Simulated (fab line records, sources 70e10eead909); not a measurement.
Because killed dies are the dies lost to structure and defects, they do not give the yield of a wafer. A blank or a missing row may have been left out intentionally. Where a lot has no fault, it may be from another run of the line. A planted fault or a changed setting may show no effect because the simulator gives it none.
fab line records	flow nand-harc
record: lots: 6	wafers: 18	last-day: 34
route steps=1302 shown A_STAIRCASE@761 END@1302
lots untouched by any fault: they come from a run of this same line in which no faults occurred
start-h: hours from the record's opening day to when the first of the lot's shown wafers began	wait-h: how many hours have passed since the lot's step before this one	" as in the row above	L1.1+2: several wafers, shown together as one row	- value missing, or start not given	* or withheld: withheld	< > ~ a bound
route shown NAME@n: names a module that has steps shown in the file, with the first one's number in the route	usual: mean/standard deviation taken from wafers without a fault	same: alike in all rows	chamber/n: place in a boat	sites: per-site readings	_std_site: standard deviation of those values	_edge_site: outer sites' mean less inner sites'	radius-mm: how far each site lies from the wafer's centre	mask NAME#n: copy n	behind: the last tool/chamber to shape the wafer	hold: reason for holding the lot/hours on hold/outcome of the hold	device: transistor that didn't switch, given as n, p or np	end of line: the route-end tests of the same wafers	a step with no rows: only its recipe	killed: dies lost to structure and defects at the first sort, not the wafer's yield	map: the dies of a wafer, with x for killed, . for not killed, _ for no die there
set.NAME: the setting that was run; set.NAME@STEP: the one run at that earlier step	model.NAME: the simulator's own value behind a step, which no gauge read
certain route steps with their lots: each step a table, each wafer a row
services: the hour from which a tool's chamber was out of use, counted from the record's first day as start-h (under 0 if before that day), plus the number of hours and why
== steps ==
step: NHARC_A_STAIRCASE_EXPOSE_247
recipe: na: 0.5	dose-mj: 25.34	mask-id: SDS_1
step: NHARC_A_STAIRCASE_PEB_248
recipe: peb-temp-c: 115	peb-time-s: 130
step: NHARC_A_STAIRCASE_DEVELOP_249
recipe: time-s: 140
step: NHARC_A_STAIRCASE_HARDBAKE_251
recipe: temp-c: 120	time-s: 140
step: NHARC_A_STAIRCASE_DESCUM_252
recipe: time-s: 3	o2-flow-sccm: 200	ar-flow-sccm: 0	bias-power-w: 0	chemistry: O2
usual: drypump-motor-current-A: 5.7/0.36	oes-product-au: 1.000/0.011	rf-vpp-V: 57.8/0.99	showerhead-plenum-p-Torr: 1.94/0.092	throttle-valve-pct: 11.311/0.0087
lot.wafer	tool	chamber	start-h	wait-h	drypump-motor-current-A	oes-product-au	rf-hours-counter-h	rf-vpp-V	showerhead-plenum-p-Torr	throttle-valve-pct
L626.1	rie-diel-06	1	434.50	-	5.8	0.983	45	58.1	2.03	11.297
L626.2	"	2	"	"	5.3	0.981	47	57.7	2.06	11.310
L626.3	"	3	"	"	5.9	0.985	46	59.2	2.05	11.321
L632.2	rie-diel-06	1	475.00	-	5.8	0.976	56	59.0	2.02	11.299
L632.3	"	2	"	"	5.3	0.985	60	58.2	2.06	11.314
L632.1	"	3	"	"	5.8	0.997	59	57.9	2.04	11.314
L631.2	rie-diel-01	1	480.72	-	5.6	1.008	34	57.8	1.93	11.309
L631.5	"	3	"	"	6.2	1.002	-	55.8	1.81	11.298
L631.6	"	0	"	"	5.3	1.011	-	57.5	1.84	11.313
L639.2	rie-diel-01	2	551.69	-	6.0	0.993	67	57.2	1.89	11.315
L639.5	"	1	"	"	5.6	0.992	-	57.1	1.92	11.320
L639.6	"	2	"	"	6.0	0.994	-	55.6	1.89	11.312
L640.3	rie-diel-06	0	580.58	-	6.2	1.004	22	59.3	1.98	11.313
L640.1	"	3	"	"	5.8	1.006	26	59.1	2.03	11.324
L640.6	"	0	"	"	6.3	1.002	-	58.8	1.98	11.309
L642.2	rie-diel-01	3	598.81	-	6.2	0.986	6	57.0	1.80	11.282
L642.4	"	0	"	"	5.3	1.007	6	59.0	1.83	11.312
L642.6	"	0	"	"	5.3	1.001	-	57.4	1.83	11.304
step: NHARC_A_STAIRCASE_ETCH_253
recipe: target-depth-a: 500	time-s: 20.2	ion-energy-ev: 400	c4f8-flow-sccm: 20	o2-flow-sccm: 10	ar-flow-sccm: withheld	rf-w: 600	bias-w: 1000	chemistry: C4F8/O2
usual: oes-product-au: 0.952/0.022	rf-vpp-V: 898/5.7
lot.wafer	tool	chamber	start-h	wait-h	oes-product-au	rf-hours-counter-h	rf-vpp-V
L626.3	rie-diel-06	1	434.59	0.1	0.937	45	902
L626.1	"	2	"	"	0.952	47	906
L626.2	"	3	"	"	0.974	46	905
L632.2	rie-diel-06	1	475.08	0.1	0.912	56	902
L632.1	"	3	"	"	0.907	59	904
L632.3	"	0	"	"	0.929	39	900
L631.2	rie-diel-01	2	480.79	0.1	0.982	37	895
L631.6	"	1	"	"	0.979	-	896
L631.5	"	2	"	"	0.980	-	893
L639.2	rie-diel-01	2	551.78	0.1	0.926	67	894
L639.5	"	1	"	"	0.921	-	897
L639.6	"	2	"	"	0.928	-	894
L640.1	rie-diel-06	0	580.67	0.1	0.966	22	899
L640.3	"	2	"	"	0.955	24	905
L640.6	"	0	"	"	0.966	-	901
L642.2	rie-diel-01	3	598.99	0.2	0.933	7	888
L642.4	"	1	"	"	0.926	8	897
L642.6	"	2	"	"	0.944	-	893
step: NHARC_A_STAIRCASE_STRIP_254
recipe: power-w: 1500	temp-c: 250	chemistry: O2
usual: drypump-motor-current-A: 5.3/0.43	heater-power-w: 328/11
lot.wafer	tool	chamber	start-h	wait-h	drypump-motor-current-A	heater-power-w	rf-hours-counter-h
L626.2	plasma-asher-01	0	434.68	-	4.9	321	16
L626.1	"	1	"	"	5.1	331	16
L626.3	"	1	"	"	5.1	325	-
L632.1	plasma-asher-02	1	475.16	-	4.9	319	11
L632.2	"	0	"	"	5.9	329	11
L632.3	"	1	"	"	4.9	323	-
L631.2	plasma-asher-02	0	480.92	-	5.9	323	11
L631.6	"	1	"	"	4.9	323	-
L631.5	"	0	"	"	5.9	323	-
L639.2	plasma-asher-02	0	551.91	-	5.9	327	28
L639.5	"	1	"	"	4.9	322	-
L639.6	"	0	"	"	5.9	333	-
L640.1	plasma-asher-02	1	580.80	-	4.9	316	34
L640.3	"	1	"	"	4.9	324	-
L640.6	"	1	"	"	4.9	326	-
L642.2	plasma-asher-01	1	599.12	-	5.1	335	15
L642.4	"	1	"	"	5.1	328	-
L642.6	"	0	"	"	5.0	317	-
step: NHARC_A_STAIRCASE_STRIP_255
recipe: time-s: 900	temp-c: 130	chemistry: SPM
step: NHARC_A_STAIRCASE_PRECLEAN_256
recipe: time-s: *	temp-c: 50	bath-age-min: 0	chemistry: SC1
step: NHARC_A_STAIRCASE_SRD_257
step: NHARC_A_STAIRCASE_HM_DEP_456
recipe: target-thk-a: 31000	temp-c: 400	material: aC
usual: susceptor-temp-C: 400.00/0.22	throttle-valve-pct: 34.999/0.0095
lot.wafer	tool	chamber	start-h	wait-h	susceptor-temp-C	throttle-valve-pct
L626.1	acl-dep-02	0	439.26	-	400.14	34.997
L626.2	"	0	"	"	400.04	35.004
L626.3	"	0	"	"	399.95	34.999
L632.1	acl-dep-03	0	475.98	-	-	34.995
L632.2	"	0	"	"	-	34.994
L632.3	"	0	"	"	-	34.990
L631.2	acl-dep-01	0	489.26	-	400.15	34.997
L631.5	"	0	"	"	400.22	34.979
L631.6	"	0	"	"	400.29	35.017
L639.2	acl-dep-02	0	552.98	-	-	34.994
L639.5	"	0	"	"	-	34.997
L639.6	"	0	"	"	-	35.000
L640.1	acl-dep-01	0	581.56	-	-	34.984
L640.3	"	0	"	"	-	34.986
L640.6	"	0	"	"	-	34.998
L642.2	acl-dep-01	0	600.19	-	-	35.009
L642.4	"	0	"	"	-	34.995
L642.6	"	0	"	"	-	34.994
step: NHARC_A_STAIRCASE_DEP_259
recipe: target-thk-a: 300	target-thk-nm: 30	temp-c: 400	pressure-torr: 3.5	flow-sccm: 200	rf-w: 350	material: SiON
usual: chamber-pressure-Torr: 3.500/0.0091	heater-power-outer-w: 454/49	heater-power-w: 746/70
lot.wafer	tool	chamber	start-h	wait-h	chamber-pressure-Torr	heater-power-outer-w	heater-power-w
L626.1	pecvd-02	1	441.39	1.8	3.518	409	667
L626.2	"	2	"	"	3.489	497	831
L626.3	"	0	"	"	3.495	541	898
L632.3	pecvd-04	1	477.81	0.9	-	-	-
L632.2	"	2	"	"	-	-	-
L632.1	"	0	"	"	-	-	-
L631.2	pecvd-03	0	490.84	1.3	-	-	-
L631.6	"	2	"	"	-	-	-
L631.5	"	0	"	"	-	-	-
L639.2	pecvd-04	2	554.51	1.2	3.495	458	722
L639.5	"	2	"	"	3.495	452	706
L639.6	"	0	"	"	3.497	479	761
L640.1	pecvd-02	0	583.44	1.6	3.515	456	784
L640.3	"	1	"	"	3.503	374	594
L640.6	"	0	"	"	3.503	453	779
L642.2	pecvd-03	0	601.81	1.3	3.502	380	691
L642.6	"	0	"	"	3.505	382	689
L642.4	"	2	"	"	3.509	516	804
step: NHARC_A_STAIRCASE_DEHYDRATE_260
recipe: temp-c: 150	time-s: 120
step: NHARC_END_SORT_01
recipe: temp-c: 25
usual: killed-at-array: 55/15	killed-at-other: 1.0/1.2	killed-at-periphery: 3.4/2.2	killed-dies: 59/15	killed-open: 3.2/2	killed-short: 2.5/1.7
same: gross-dies: 677
lot.wafer	tool	chamber	start-h	wait-h	killed-at-array	killed-at-other	killed-at-periphery	killed-dies	killed-open	killed-short
L632.1	prober-02	0	688.61	2.5	675	0	2	677	3	7
L632.2	prober-02	0	689.41	2.8	671	2	4	677	8	2
L632.3	prober-02	0	690.22	3.1	674	2	1	677	4	0
L631.2	prober-01	0	697.02	2.8	671	3	3	677	4	4
L631.5	prober-01	0	699.42	3.7	674	1	2	677	8	1
L631.6	prober-01	0	700.22	4.0	675	1	1	677	2	2
killed by level:class
L632.1 A_STAIRCASE:area-dep=609 A_SLIT:chamber-film-flake=25 A_CHANNEL_HOLE_D2:chamber-film-flake=11 A_WL_FILL:chamber-film-flake=6 A_CHANNEL_HOLE_D1:chamber-film-flake=4 A_CONTACT:chamber-film-flake=4 A_ONON_D2:geometric-particle:open=2 A_SGD_CUT:geometric-particle:short=2
L632.2 A_STAIRCASE:area-dep=612 A_SLIT:chamber-film-flake=23 A_CHANNEL_HOLE_D2:chamber-film-flake=16 A_STAIRCASE:chamber-film-flake=3 A_SOURCE_PLATE:geometric-particle:open=2 A_CHANNEL_HOLE_D1:chamber-film-flake=2 A_WL_FILL:chamber-film-flake=2 THIN_TSV:chamber-film-flake=2
L632.3 A_STAIRCASE:area-dep=617 A_SLIT:chamber-film-flake=24 A_CHANNEL_HOLE_D2:chamber-film-flake=13 A_CHANNEL_HOLE_D1:chamber-film-flake=7 A_M1:chamber-film-flake=4 A_STAIRCASE:chamber-film-flake=2 A_WL_FILL:chamber-film-flake=2 THIN_TSV:chamber-film-flake=2
L631.2 A_STAIRCASE:area-dep=612 A_SLIT:chamber-film-flake=35 A_CONTACT:chamber-film-flake=6 A_CHANNEL_FILL_D2:chamber-film-flake=3 A_STAIRCASE:chamber-film-flake=3 THIN_TSV:chamber-film-flake=3 A_ONON_D1:geometric-particle:short=2 P_GATE:chamber-film-flake=2
L631.5 A_STAIRCASE:area-dep=610 A_SLIT:chamber-film-flake=34 A_CHANNEL_FILL_D2:chamber-film-flake=7 A_CONTACT:chamber-film-flake=5 A_CHANNEL_HOLE_D1:chamber-film-flake=4 A_ONON_D1:geometric-particle:open=3 A_STAIRCASE:chamber-film-flake=3 P_GATE:geometric-particle:open=1
L631.6 A_STAIRCASE:area-dep=619 A_SLIT:chamber-film-flake=31 A_CHANNEL_FILL_D2:chamber-film-flake=5 A_CONTACT:chamber-film-flake=5 A_STAIRCASE:chamber-film-flake=4 A_CHANNEL_HOLE_D1:chamber-film-flake=3 A_ONON_D1:geometric-particle:open=1 A_CHANNEL_FILL_D1:geometric-particle:open=1
map L631.2 (x killed, . not)
____________x____________
_________xxxxxxx_________
_______xxxxxxxxxxx_______
______xxxxxxxxxxxxx______
_____xxxxxxxxxxxxxxx_____
____xxxxxxxxxxxxxxxxx____
____xxxxxxxxxxxxxxxxx____
___xxxxxxxxxxxxxxxxxxx___
___xxxxxxxxxxxxxxxxxxx___
__xxxxxxxxxxxxxxxxxxxxx__
__xxxxxxxxxxxxxxxxxxxxx__
_xxxxxxxxxxxxxxxxxxxxxxx_
_xxxxxxxxxxxxxxxxxxxxxxx_
_xxxxxxxxxxxxxxxxxxxxxxx_
_xxxxxxxxxxxxxxxxxxxxxxx_
_xxxxxxxxxxxxxxxxxxxxxxx_
xxxxxxxxxxxxxxxxxxxxxxxxx
xxxxxxxxxxxxxxxxxxxxxxxxx
xxxxxxxxxxxxxxxxxxxxxxxxx
xxxxxxxxxxxxxxxxxxxxxxxxx
xxxxxxxxxxxxxxxxxxxxxxxxx
_xxxxxxxxxxxxxxxxxxxxxxx_
_xxxxxxxxxxxxxxxxxxxxxxx_
_xxxxxxxxxxxxxxxxxxxxxxx_
_xxxxxxxxxxxxxxxxxxxxxxx_
_xxxxxxxxxxxxxxxxxxxxxxx_
__xxxxxxxxxxxxxxxxxxxxx__
__xxxxxxxxxxxxxxxxxxxxx__
___xxxxxxxxxxxxxxxxxxx___
___xxxxxxxxxxxxxxxxxxx___
____xxxxxxxxxxxxxxxxx____
____xxxxxxxxxxxxxxxxx____
_____xxxxxxxxxxxxxxx_____
______xxxxxxxxxxxxx______
_______xxxxxxxxxxx_______
_________xxxxxxx_________
____________x____________
map L632.1 (x killed, . not)
____________x____________
_________xxxxxxx_________
_______xxxxxxxxxxx_______
______xxxxxxxxxxxxx______
_____xxxxxxxxxxxxxxx_____
____xxxxxxxxxxxxxxxxx____
____xxxxxxxxxxxxxxxxx____
___xxxxxxxxxxxxxxxxxxx___
___xxxxxxxxxxxxxxxxxxx___
__xxxxxxxxxxxxxxxxxxxxx__
__xxxxxxxxxxxxxxxxxxxxx__
_xxxxxxxxxxxxxxxxxxxxxxx_
_xxxxxxxxxxxxxxxxxxxxxxx_
_xxxxxxxxxxxxxxxxxxxxxxx_
_xxxxxxxxxxxxxxxxxxxxxxx_
_xxxxxxxxxxxxxxxxxxxxxxx_
xxxxxxxxxxxxxxxxxxxxxxxxx
xxxxxxxxxxxxxxxxxxxxxxxxx
xxxxxxxxxxxxxxxxxxxxxxxxx
xxxxxxxxxxxxxxxxxxxxxxxxx
xxxxxxxxxxxxxxxxxxxxxxxxx
_xxxxxxxxxxxxxxxxxxxxxxx_
_xxxxxxxxxxxxxxxxxxxxxxx_
_xxxxxxxxxxxxxxxxxxxxxxx_
_xxxxxxxxxxxxxxxxxxxxxxx_
_xxxxxxxxxxxxxxxxxxxxxxx_
__xxxxxxxxxxxxxxxxxxxxx__
__xxxxxxxxxxxxxxxxxxxxx__
___xxxxxxxxxxxxxxxxxxx___
___xxxxxxxxxxxxxxxxxxx___
____xxxxxxxxxxxxxxxxx____
____xxxxxxxxxxxxxxxxx____
_____xxxxxxxxxxxxxxx_____
______xxxxxxxxxxxxx______
_______xxxxxxxxxxx_______
_________xxxxxxx_________
____________x____________
== services ==
tool	chamber	start-h	hours	kind
rie-diel-01	0	416.77	-	clean
rie-diel-01	1	416.77	-	clean
rie-diel-01	2	416.77	-	clean
rie-diel-01	3	416.77	-	clean
rie-diel-06	0	423.51	-	clean
rie-diel-06	1	423.51	-	clean
rie-diel-06	2	423.51	-	clean
rie-diel-06	3	423.51	-	clean
acl-dep-02	-	426.26	13.0	pm
plasma-asher-02	-	426.32	9.0	pm
pecvd-03	0	430.60	7.0	repair
pecvd-04	0	436.52	10.4	repair
pecvd-04	-	450.00	13.0	pm
acl-dep-03	-	481.53	13.0	pm
pecvd-04	-	484.27	0.7	repair
pecvd-02	0	485.00	10.6	repair
rie-diel-06	-	493.45	9.0	pm
plasma-asher-01	-	519.20	9.0	pm
pecvd-04	2	519.92	5.1	repair
pecvd-03	-	547.39	13.0	pm
acl-dep-01	-	553.32	13.0	pm
rie-diel-01	-	560.43	9.0	pm
pecvd-03	1	561.33	11.7	repair
pecvd-02	-	589.45	13.0	pm
== key ==
first-sign: step: NHARC_A_STAIRCASE_DEP_259	reading: tool-record	direction: missing
effect: step: NHARC_END_SORT_01	reading: killed-dies	direction: up	sigmas: 42	usual: 59	struck: 677
more-kills-born-at: NHARC_A_STAIRCASE_DEP_259@pecvd-03: 1841	NHARC_A_STAIRCASE_DEP_259@pecvd-04: 1838
met-at NHARC_A_STAIRCASE_DEP_259
struck-wafers L631.2,L631.5,L631.6,L632.1,L632.2,L632.3
later-rows-left-out L631.2,L631.5,L631.6,L632.1,L632.2,L632.3
tester-left-out L631,L632
fault: kind: skipped-step-whole	tool: pecvd-03,pecvd-04	chamber: -	onset-h: 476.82	steps: NHARC_A_STAIRCASE_DEP_259	scope: struck-lots-only
tester-left-out: of these lots the tester's yield and bins aren't shown, on N5 and GAA mostly nor the transistor test; their killed dies are dies lost to structure and defects alone, not to doping, threshold or leakage, so they don't give the yield
later-rows-left-out: the simulator's readings of these wafers behind a module that went badly wrong aren't trusted and aren't shown, but for the sort
